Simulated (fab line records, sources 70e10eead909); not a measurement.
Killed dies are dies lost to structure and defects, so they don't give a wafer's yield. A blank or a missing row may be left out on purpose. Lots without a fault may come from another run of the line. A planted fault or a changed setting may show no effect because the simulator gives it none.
A struck lot beside a sound one | flow nand_harc | 13 steps out of a route of 1302
Sound: wafers L200.1, L200.5, L200.6. Struck: wafers L210.2, L210.4, L210.5. The cause comes at the end.
At each step with rows: each side's tool, then ch and its chambers, then its first start. Under that, the readings that differ: sound wafers | struck wafers | difference of the means | sigmas: that difference in standard deviations of wafers without a fault.
alike: readings whose means differ by less than 2 such deviations, and words and numbers that are the same on both sides. not compared: withheld readings, readings that some wafer has no value for, bounds like >300 that may hide the same value, and numbers for which the record gives no deviation and whose values overlap.
The two part at a step that has a row with sigmas, a row that says differs or no value, or rows on one side only. Numbers that don't overlap but have no deviation are shown without sigmas and don't part them. A reading that every wafer of one side lacks parts them only if that side has two wafers or more.

first, 1 step without rows for these wafers: NHARC_A_ONON_D1_DEP_06 (target thk 1000 nm).
NHARC_A_ONON_D1_THK_MEAS_08: measures by ellipsometry.
  sound on film_metro-01, day 7 19:05; struck on film_metro-01, day 12 05:41
  alike: thk_nm
then, 1 step without rows for these wafers: NHARC_A_ONON_D1_DEP_09 (target thk 1000 nm).
NHARC_A_ONON_D1_THK_MEAS_11: measures by ellipsometry.
  sound on film_metro-02, day 7 19:39; struck on film_metro-02, day 12 06:14
  alike: thk_nm
then, 1 step without rows for these wafers: NHARC_A_ONON_D1_DEP_12 (target thk 1000 nm).
NHARC_A_ONON_D1_THK_MEAS_14: measures by ellipsometry.
  sound on film_metro-01, day 7 20:13; struck on film_metro-01, day 12 06:49
  alike: thk_nm
then, 2 steps without rows for these wafers: NHARC_A_ONON_D1_ANNEAL_15 (time 3600 s); NHARC_A_ONON_D1_DEP_16 (target thk 1000 nm).
NHARC_A_ONON_D1_THK_MEAS_18: measures by ellipsometry.
  sound on film_metro-02, day 8 05:06; struck on film_metro-01, day 12 14:37
  alike: thk_nm
then, 1 step without rows for these wafers: NHARC_A_ONON_D1_DEP_19 (target thk 1000 nm).
NHARC_A_ONON_D1_THK_MEAS_21: measures by ellipsometry.
  sound on film_metro-02, day 8 05:40; struck on film_metro-02, day 12 15:12
  alike: thk_nm
NHARC_A_ONON_D1_DEP_22: target thk 1000 nm.
  sound on pecvd_onon-03 ch 0, day 8 05:43; struck on pecvd_onon-03 ch 0, day 12 15:19
  alike: n2_flow_sccm
NHARC_A_ONON_D1_THK_MEAS_24: measures by ellipsometry.
  sound on film_metro-02, day 8 06:13; struck on film_metro-02, day 12 15:56
  reading     | sound       | struck         | difference | sigmas
  thk_nm (nm) | 988 985 986 | 1052 1052 1052 | +66        | +5
  not compared: hold

WHERE THEY PART
Only at NHARC_A_ONON_D1_THK_MEAS_24, within this record.

WHY: what the simulator had put in
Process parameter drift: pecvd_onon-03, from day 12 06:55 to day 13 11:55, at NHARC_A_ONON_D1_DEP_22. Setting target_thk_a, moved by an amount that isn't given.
